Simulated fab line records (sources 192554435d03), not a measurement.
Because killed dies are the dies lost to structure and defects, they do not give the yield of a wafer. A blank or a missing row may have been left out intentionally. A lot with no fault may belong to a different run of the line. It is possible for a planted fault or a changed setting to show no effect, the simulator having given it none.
Matching of chambers || flow n5_finfet || 4 sister chambers for N5_BEOL_M0_SAQP_STRIP_108 on rie_diel-06
The step strips in N2/H2. 4 wafers are shown with their chamber, then 7 later ones without.

== WAFERS, EACH WITH ITS CHAMBER ==
{"wafer": "L081.1", "chamber": 3, "showerhead_plenum_p_Torr (Torr)": 3.20}
{"wafer": "L081.6", "chamber": 2, "showerhead_plenum_p_Torr (Torr)": 3.53}
{"wafer": "L085.1", "chamber": 0, "showerhead_plenum_p_Torr (Torr)": 3.41}
{"wafer": "L085.2", "chamber": 1, "showerhead_plenum_p_Torr (Torr)": 3.42}

== WAFERS WITHOUT THEIR CHAMBER ==
{"wafer": "L085.6", "showerhead_plenum_p_Torr (Torr)": 3.19}
{"wafer": "L094.1", "showerhead_plenum_p_Torr (Torr)": 3.19}
{"wafer": "L094.2", "showerhead_plenum_p_Torr (Torr)": 3.42}
{"wafer": "L094.4", "showerhead_plenum_p_Torr (Torr)": 3.40}
{"wafer": "L096.1", "showerhead_plenum_p_Torr (Torr)": 3.40}
{"wafer": "L096.2", "showerhead_plenum_p_Torr (Torr)": 3.41}
{"wafer": "L096.3", "showerhead_plenum_p_Torr (Torr)": 3.52}

== EACH ONE'S CHAMBER ==
{"wafer": "L085.6", "from the rows above": 3, "in truth": 3}
{"wafer": "L094.1", "from the rows above": 3, "in truth": 3}
{"wafer": "L094.2", "from the rows above": "can't be placed: 1 or 0", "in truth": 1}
{"wafer": "L094.4", "from the rows above": "can't be placed: 0 or 1", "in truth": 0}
{"wafer": "L096.1", "from the rows above": "can't be placed: 0 or 1", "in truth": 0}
{"wafer": "L096.2", "from the rows above": "can't be placed: 0 or 1", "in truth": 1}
{"wafer": "L096.3", "from the rows above": 2, "in truth": 2}
Correctly placed: 3 of 7. Can't be placed from these rows: 4 (the true chamber is among the candidates in 4). Wrongly placed: 0.
How it was worked out, from the rows above alone: a wafer's distance from a chamber is the root of the sum, over the readings, of the square of ((its reading less the chamber's mean) divided by the reading's scatter). If the next closest chamber is less than 2 further off than the closest, the wafer can't be placed; otherwise it belongs to the closest. The mean given for a chamber averages the wafers shown for that chamber. The scatter: with one shown wafer a chamber, the root of the mean of the squares of how far each hidden wafer lies from its nearest shown one.
